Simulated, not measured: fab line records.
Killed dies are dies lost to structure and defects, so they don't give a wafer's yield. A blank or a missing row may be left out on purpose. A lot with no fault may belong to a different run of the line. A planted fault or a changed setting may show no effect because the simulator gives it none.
fab line records | flow nandHarc
[record] lots = 13 | wafers = 39 | lastDay = 33
route steps=1302 shown P_GATE@200 P_CONTACT@237 END@1302
lots with no fault: from the same line, run without faults
startH: hours from the record's first day to the start of the lot's first wafer shown | waitH: hours elapsed since this lot's preceding step | " same as the row above | L1.1+2: a row that stands for several wafers | - no value, or no start was given | * or withheld: withheld | < > ~ a bound
route shown NAME@n: a module of which the file shows steps, and the number in the route of the first | usual: average and standard deviation across the fault-free wafers | same: alike in all rows | chamber/n: place in a boat | sites: readings site by site | _std_site: standard deviation across them | _edge_site: mean of outer sites minus mean of inner sites | radiusMm: for every site, how far away it sits from the centre of the wafer | mask NAME#n: copy n | behind: the tool/chamber that last shaped the wafer | hold: what put the lot on hold/how long, in hours/how the hold closed | device: which transistor (n, p or np) failed to switch | end of line: the route-end tests of the same wafers | step lacking rows: just its recipe | killed: at the first sort, the dies lost to defects and structure; wafer yield is something else | map: per-die view of a wafer (x killed, . not killed, _ where there is no die)
set.NAME: setting as actually run; set.NAME@STEP: the setting as run at that earlier step | model.NAME: the simulator's own value behind a step, which no gauge read
one table for each step of the route and one row for each wafer, over a sample of lots
services: the hour from which a tool's chamber was out of use, counted from the record's first day as startH (under 0 if before that day), plus the number of hours and why
[[steps]]
[step NHARC_P_GATE_CD_MEAS_91]
[recipe] targetCdNm = 2000 | landingEnergyEv = 500
[usual] cdNm = 2000.6/1.6
[same] landingEnergyEv = 500
lot.wafer | tool     | chamber | startH | waitH | cdNm
L472.1    | cdSem-03 | 0       | 111.22 | -     | 2002.3
L472.5    | "        | 0       | "      | "     | 2003.6
L472.6    | "        | 0       | "      | "     | 2001.0
L473.3    | cdSem-02 | 0       | 124.33 | -     | 2002.8
L473.4    | "        | 0       | "      | "     | 1999.0
L473.6    | "        | 0       | "      | "     | 1999.4
L474.1    | cdSem-03 | 0       | 127.41 | -     | 2000.2
L474.3    | "        | 0       | "      | "     | 1998.9
L474.6    | "        | 0       | "      | "     | 1999.5
L475.3    | cdSem-02 | 0       | 145.75 | -     | 2002.9
L475.4    | "        | 0       | "      | "     | 2002.1
L475.6    | "        | 0       | "      | "     | 2003.2
L476.1    | cdSem-03 | 0       | 149.88 | -     | 2002.3
L476.2    | "        | 0       | "      | "     | 2001.8
L476.6    | "        | 0       | "      | "     | 2004.8
L477.2    | cdSem-03 | 0       | 160.55 | -     | 1997.2
L477.3    | "        | 0       | "      | "     | 2000.5
L477.6    | "        | 0       | "      | "     | 2001.1
L483.1    | cdSem-03 | 0       | 223.46 | -     | 2001.4
L483.2    | "        | 0       | "      | "     | 2000.1
L483.6    | "        | 0       | "      | "     | 2000.0
L490.3    | cdSem-03 | 0       | 294.41 | -     | 2000.8
L490.4    | "        | 0       | "      | "     | 2002.5
L490.6    | "        | 0       | "      | "     | 2002.3
L491.3    | cdSem-02 | 0       | 308.31 | -     | 2000.8
L491.4    | "        | 0       | "      | "     | 1998.5
L491.5    | "        | 0       | "      | "     | 1999.1
L492.1    | cdSem-02 | 0       | 318.79 | -     | 2002.3
L492.2    | "        | 0       | "      | "     | 1999.2
L492.5    | "        | 0       | "      | "     | 2001.6
L493.4    | cdSem-02 | 0       | 341.59 | -     | 1998.1
L493.5    | "        | 0       | "      | "     | 1998.5
L493.6    | "        | 0       | "      | "     | 2000.7
L494.2    | cdSem-03 | 0       | 343.35 | -     | 2002.3
L494.3    | "        | 0       | "      | "     | 2001.1
L494.5    | "        | 0       | "      | "     | 2000.5
L495.3    | cdSem-01 | 0       | 351.96 | -     | 2001.5
L495.4    | "        | 0       | "      | "     | 2002.9
L495.5    | "        | 0       | "      | "     | 2000.7
[step NHARC_P_CONTACT_ETCH_36]
[recipe] targetDepthA = 2600 | overEtchFrac = 0.25 | timeS = 406.25 | ionEnergyEv = 200 | n2FlowSccm = 150 | h2FlowSccm = 150 | arFlowSccm = 0 | rfW = 400 | biasW = 150 | chemistry = N2/H2
[usual] drypumpMotorCurrentA = 5.8/0.56 | oesProductAu = 1.001/0.0087 | rfVppV = 430.3/2.7 | showerheadPlenumPTorr = 2.03/0.096 | throttleValvePct = 14.172/0.0089
lot.wafer | tool       | chamber | startH | waitH | drypumpMotorCurrentA | oesProductAu | rfHoursCounterH | rfVppV | showerheadPlenumPTorr | throttleValvePct
L472.1    | rieDiel-08 | 3       | 116.18 | -     | 6.8                  | 1.008        | 5.1             | 432.6  | 2.12                  | 14.174
L472.5    | "          | 1       | "      | "     | 5.2                  | 0.996        | -               | 433.0  | 2.16                  | 14.185
L472.6    | "          | 2       | "      | "     | 6.2                  | 1.006        | -               | 428.4  | 1.93                  | 14.168
L473.3    | rieDiel-08 | 0       | 129.39 | -     | 5.7                  | 1.010        | 5.7             | 431.1  | 2.06                  | 14.170
L473.4    | "          | 2       | "      | "     | 6.2                  | 1.011        | 5.3             | 427.0  | 1.93                  | 14.167
L473.6    | "          | 3       | "      | "     | 6.8                  | 1.000        | -               | 432.5  | 2.12                  | 14.175
L474.1    | rieDiel-09 | 3       | 132.63 | -     | 5.8                  | 0.993        | 5.6             | 427.5  | 1.95                  | 14.161
L474.3    | "          | 0       | "      | "     | 6.3                  | 0.996        | 4.8             | 433.3  | 2.17                  | 14.183
L474.6    | "          | 2       | "      | "     | 4.9                  | 1.014        | -               | 427.4  | 1.94                  | 14.170
L475.3    | rieDiel-11 | 0       | 150.88 | -     | 5.7                  | 1.001        | 1.2             | 428.5  | 1.98                  | 14.179
L475.4    | "          | 1       | "      | "     | 5.9                  | 1.000        | 1.2             | 427.2  | 1.92                  | 14.187
L475.6    | "          | 3       | "      | "     | 5.1                  | 1.002        | -               | 427.7  | 1.99                  | 14.179
L476.2    | rieDiel-08 | 3       | 154.95 | -     | 6.8                  | 1.008        | 7.8             | 433.3  | 2.12                  | 14.175
L476.1    | "          | 1       | "      | "     | 5.2                  | 1.003        | 6.7             | 434.8  | 2.16                  | 14.176
L476.6    | "          | 0       | "      | "     | 5.7                  | 1.001        | -               | 432.0  | 2.06                  | 14.192
L477.3    | rieDiel-09 | 1       | 165.49 | -     | 5.6                  | 1.003        | 0.2             | 427.6  | 1.92                  | 14.166
L477.2    | "          | 3       | "      | "     | 5.8                  | 1.007        | 0.2             | 428.9  | 1.95                  | 14.186
L477.6    | "          | 1       | "      | "     | 5.6                  | 0.995        | -               | 428.3  | 1.92                  | 14.172
L483.2    | rieDiel-08 | 0       | 228.48 | -     | 5.7                  | 0.880        | 2.0             | 432.0  | 2.06                  | 14.173
L483.1    | "          | 2       | "      | "     | 6.2                  | 0.998        | 1.9             | 426.9  | 1.92                  | 14.173
L483.6    | "          | 0       | "      | "     | 5.7                  | 0.888        | -               | 431.8  | 2.06                  | 14.175
L490.3    | rieDiel-09 | 1       | 299.63 | -     | 5.6                  | 0.996        | 3.8             | 426.8  | 1.92                  | 14.170
L490.4    | "          | 2       | "      | "     | 4.9                  | 1.000        | 3.6             | 428.1  | 1.94                  | 14.166
L490.6    | "          | 0       | "      | "     | 6.3                  | 0.986        | -               | 433.2  | 2.17                  | 14.170
L491.3    | rieDiel-08 | 1       | 313.36 | -     | 5.2                  | 1.006        | 7.8             | 433.9  | 2.16                  | 14.174
L491.4    | "          | 3       | "      | "     | 6.8                  | 0.987        | 5.7             | 433.7  | 2.12                  | 14.178
L491.5    | "          | 0       | "      | "     | 5.7                  | 1.019        | -               | 431.4  | 2.05                  | 14.162
L492.2    | rieDiel-08 | 3       | 323.77 | -     | 6.8                  | 1.006        | 6.2             | 432.9  | 2.12                  | 14.167
L492.1    | "          | 0       | "      | "     | 5.7                  | 1.012        | 8.0             | 429.0  | 2.05                  | 14.164
L492.5    | "          | 1       | "      | "     | 5.2                  | 0.999        | -               | 434.5  | 2.16                  | 14.177
L493.4    | rieDiel-08 | 1       | 346.97 | -     | 5.2                  | 0.999        | 9.7             | 432.8  | 2.16                  | 14.182
L493.6    | "          | 0       | "      | "     | 5.7                  | 1.012        | -               | 430.4  | 2.05                  | 14.182
L493.5    | "          | 1       | "      | "     | 5.2                  | 1.004        | -               | 432.8  | 2.16                  | 14.182
L494.3    | rieDiel-09 | 1       | 356.05 | -     | 5.6                  | 0.990        | 0.4             | 428.7  | 1.92                  | 14.171
L494.2    | "          | 3       | "      | "     | 5.8                  | 0.993        | 0.5             | 428.7  | 1.95                  | 14.178
L494.5    | "          | 3       | "      | "     | 5.8                  | 0.999        | -               | 428.6  | 1.95                  | 14.168
L495.3    | rieDiel-11 | 0       | 357.30 | -     | 5.7                  | 0.998        | 1.9             | 428.0  | 1.98                  | 14.154
L495.4    | "          | 0       | "      | "     | 5.7                  | 0.998        | -               | 430.4  | 1.98                  | 14.182
L495.5    | "          | 1       | "      | "     | 5.8                  | 0.978        | -               | 426.2  | 1.91                  | 14.163
[step NHARC_P_CONTACT_CD_MEAS_19]
[usual] cdNm = 90.6/1.6
lot.wafer | tool     | chamber | startH | waitH | cdNm
L472.1    | cdSem-03 | -       | 116.82 | -     | 93.3
L472.5    | "        | -       | "      | "     | 90.6
L472.6    | "        | -       | "      | "     | 90.7
L473.3    | cdSem-03 | -       | 130.06 | -     | 92.2
L473.4    | "        | -       | "      | "     | 91.2
L473.6    | "        | -       | "      | "     | 93.1
L474.1    | cdSem-02 | -       | 133.30 | -     | 90.2
L474.3    | "        | -       | "      | "     | 91.0
L474.6    | "        | -       | "      | "     | 86.5
L475.3    | cdSem-03 | -       | 151.55 | -     | 91.3
L475.4    | "        | -       | "      | "     | 90.6
L475.6    | "        | -       | "      | "     | 90.0
L476.1    | cdSem-02 | -       | 155.65 | -     | 91.0
L476.2    | "        | -       | "      | "     | 91.3
L476.6    | "        | -       | "      | "     | 91.0
L477.2    | cdSem-01 | -       | 166.15 | -     | 88.3
L477.3    | "        | -       | "      | "     | 87.1
L477.6    | "        | -       | "      | "     | 91.1
L483.1    | cdSem-01 | -       | 229.17 | -     | 91.5
L483.2    | "        | -       | "      | "     | 91.8
L483.6    | "        | -       | "      | "     | 94.5
L490.3    | cdSem-03 | -       | 300.30 | -     | 86.6
L490.4    | "        | -       | "      | "     | 91.0
L490.6    | "        | -       | "      | "     | 89.8
L491.3    | cdSem-01 | -       | 314.03 | -     | 89.8
L491.4    | "        | -       | "      | "     | 92.8
L491.5    | "        | -       | "      | "     | 93.5
L492.1    | cdSem-01 | -       | 324.41 | -     | 93.5
L492.2    | "        | -       | "      | "     | 92.6
L492.5    | "        | -       | "      | "     | 91.1
L493.4    | cdSem-03 | -       | 347.64 | -     | 88.5
L493.5    | "        | -       | "      | "     | 89.9
L493.6    | "        | -       | "      | "     | 91.4
L494.2    | cdSem-03 | -       | 356.83 | -     | 91.5
L494.3    | "        | -       | "      | "     | 93.0
L494.5    | "        | -       | "      | "     | 91.4
L495.3    | cdSem-03 | -       | 358.12 | -     | 89.2
L495.4    | "        | -       | "      | "     | 90.3
L495.5    | "        | -       | "      | "     | 88.7
[step NHARC_P_CONTACT_ALD_22]
[recipe] targetThkA = 30 | pulseTimeS = 1 | aldCycles = 150 | tempC = 450 | material = TiN
[usual] heaterPowerW = 1151/160 | precursorPulseHeightRel = 0.999/0.02
[same] aldCycles = 150
lot.wafer | tool        | chamber | startH | waitH | heaterPowerW | precursorPulseHeightRel
L472.1    | aldMetal-01 | 3       | 117.79 | -     | 1319         | 0.983
L472.6    | "           | 2       | "      | "     | 1027         | 0.999
L472.5    | "           | 3       | "      | "     | 1332         | 1.002
L473.3    | aldMetal-04 | 0       | 131.01 | -     | 1137         | 0.983
L473.4    | "           | 0       | "      | "     | 1131         | 1.009
L473.6    | "           | 2       | "      | "     | 860          | 0.985
L474.1    | aldMetal-01 | 1       | 134.26 | -     | 1356         | 1.015
L474.3    | "           | 2       | "      | "     | 1002         | 0.991
L474.6    | "           | 1       | "      | "     | 1382         | 0.972
L475.3    | aldMetal-04 | 1       | 152.52 | -     | 1154         | 0.988
L475.4    | "           | 3       | "      | "     | 1188         | 1.011
L475.6    | "           | 2       | "      | "     | 894          | 1.007
L476.2    | aldMetal-02 | 3       | 156.62 | -     | 1496         | 0.998
L476.1    | "           | 1       | "      | "     | 1234         | 0.994
L476.6    | "           | 2       | "      | "     | 1253         | 0.976
L477.3    | aldMetal-04 | 0       | 167.16 | -     | 1101         | 0.991
L477.2    | "           | 1       | "      | "     | 1131         | 0.967
L477.6    | "           | 3       | "      | "     | 1190         | 1.013
L483.2    | aldMetal-04 | 2       | 230.14 | -     | 887          | 1.024
L483.1    | "           | 0       | "      | "     | 1134         | 1.001
L483.6    | "           | 2       | "      | "     | 901          | 0.990
L490.3    | aldMetal-01 | 3       | 301.25 | -     | 1289         | 0.994
L490.4    | "           | 1       | "      | "     | 1328         | 1.007
L490.6    | "           | 0       | "      | "     | 978          | 0.970
L491.4    | aldMetal-04 | 1       | 314.98 | -     | 1133         | 0.972
L491.3    | "           | 2       | "      | "     | 860          | 1.004
L491.5    | "           | 2       | "      | "     | 878          | 1.012
L492.2    | aldMetal-02 | 3       | 325.36 | -     | 1525         | 0.977
L492.1    | "           | 1       | "      | "     | 1195         | 1.040
L492.5    | "           | 3       | "      | "     | 1498         | 1.000
L493.4    | aldMetal-02 | 1       | 348.59 | -     | 1173         | 0.977
L493.6    | "           | 1       | "      | "     | 1202         | 0.986
L493.5    | "           | 2       | "      | "     | 1214         | 0.990
L494.2    | aldMetal-02 | 1       | 357.88 | -     | 1231         | 1.016
L494.3    | "           | 0       | "      | "     | 1215         | 0.966
L494.5    | "           | 1       | "      | "     | 1219         | 0.993
L495.4    | aldMetal-04 | 1       | 359.11 | -     | 1144         | 0.988
L495.3    | "           | 0       | "      | "     | 1129         | 1.040
L495.5    | "           | 1       | "      | "     | 1147         | 1.032
[step NHARC_END_SORT_01]
[recipe] tempC = 25
[usual] killedAtArray = 52/18 | killedAtOther = 1.2/1.5 | killedAtPeriphery = 4/3.2 | killedDies = 57/17 | killedOpen = 3.1/1.9 | killedShort = 2.5/1.7
[same] grossDies = 677
lot.wafer | tool      | chamber | startH | waitH | killedAtArray | killedAtOther | killedAtPeriphery | killedDies | killedOpen | killedShort
L483.1    | prober-01 | 0       | 672.62 | 2.5   | 40            | 0             | 2                 | 42         | 0          | 2
L483.2    | prober-01 | 0       | 673.44 | 2.8   | 36            | 0             | 63                | 99         | 3          | 5
L483.6    | prober-01 | 0       | 676.70 | 4.1   | 31            | 0             | 17                | 48         | 4          | 4
// killed by level:class
L483.1 A_CHANNEL_HOLE_D2:chamberFilmFlake=13 A_CONTACT:chamberFilmFlake=8 A_CHANNEL_HOLE_D1:chamberFilmFlake=5 A_WL_FILL:chamberFilmFlake=5 A_STAIRCASE:chamberFilmFlake=3 A_SLIT:chamberFilmFlake=2 A_ONON_D1:geometricParticle:short=1 A_ONON_D2:geometricParticle:short=1
L483.2 P_CONTACT:areaEtch=58 A_CHANNEL_HOLE_D2:chamberFilmFlake=12 A_CHANNEL_HOLE_D1:chamberFilmFlake=5 P_M2:chamberFilmFlake=3 A_STAIRCASE:chamberFilmFlake=3 A_SLIT:chamberFilmFlake=3 A_DECK1_JOINT:geometricParticle:short=2 A_WL_FILL:geometricParticle:open=2
L483.6 P_CONTACT:areaEtch=13 A_CHANNEL_HOLE_D2:chamberFilmFlake=11 A_CHANNEL_HOLE_D1:chamberFilmFlake=4 A_CONTACT:chamberFilmFlake=3 P_GATE:chamberFilmFlake=2 P_M2:chamberFilmFlake=2 A_STAIRCASE:chamberFilmFlake=2 A_ONON_D1:geometricParticle:short=1
[[services]]
tool        | chamber | startH | hours | kind
aldMetal-04 | -       | 118.00 | 10.0  | pm
rieDiel-11  | 1       | 124.62 | 2.1   | repair
aldMetal-01 | -       | 139.87 | 28.9  | repair
rieDiel-09  | -       | 143.10 | 9.0   | pm
rieDiel-09  | -       | 155.61 | 1.0   | repair
aldMetal-02 | 2       | 169.46 | 4.1   | repair
aldMetal-01 | -       | 170.00 | 10.0  | pm
aldMetal-04 | 2       | 177.39 | 12.4  | repair
rieDiel-08  | -       | 190.94 | 9.0   | pm
rieDiel-09  | 1       | 198.21 | 2.8   | repair
rieDiel-09  | -       | 201.55 | 0.5   | repair
rieDiel-09  | 0       | 203.44 | 6.9   | repair
rieDiel-08  | 3       | 237.34 | 8.9   | repair
rieDiel-08  | 3       | 250.95 | 9.5   | repair
aldMetal-02 | -       | 254.00 | 10.0  | pm
rieDiel-11  | -       | 255.50 | 9.0   | pm
rieDiel-08  | 0       | 259.11 | 1.2   | repair
aldMetal-04 | -       | 296.00 | 10.0  | pm
rieDiel-09  | -       | 320.10 | 9.0   | pm
rieDiel-08  | 3       | 330.01 | 16.1  | repair
aldMetal-01 | 1       | 338.15 | 3.6   | repair
aldMetal-01 | -       | 348.00 | 10.0  | pm
rieDiel-09  | 2       | 352.63 | 8.0   | repair
rieDiel-09  | 3       | 354.28 | 1.4   | repair
[[key]]
[firstSign] step = NHARC_P_CONTACT_ETCH_36 | reading = oesProductAu | direction = down | sigmas = 13 | usual = 1.001 | struck = 0.884
[effect] step = NHARC_END_SORT_01 | reading = killedAtPeriphery | direction = up | sigmas = 12 | usual = 4 | struck = 40
[moreKillsBornAt] NHARC_P_CONTACT_ETCH_36@rieDiel-08 = 71
metAt NHARC_P_CONTACT_ETCH_36
struckLots L483
struckWafers L483.2,L483.6
testerLeftOut L483
notActingAt NHARC_P_GATE_CD_MEAS_91,NHARC_P_CONTACT_CD_MEAS_19,NHARC_P_CONTACT_ALD_22
onsetBetween 154.95 228.48
[fault] kind = processParameterDrift | tool = rieDiel-08 | chamber = 0 | onsetH = 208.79 | steps = NHARC_P_CONTACT_ETCH_36 | channel = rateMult | offset = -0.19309 | shape = step | endH = 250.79
// testerLeftOut: of these lots the tester's yield and bins aren't shown, on N5 and GAA mostly nor the transistor test; their killed dies are dies lost to structure and defects alone, not to doping, threshold or leakage, so they don't give the yield
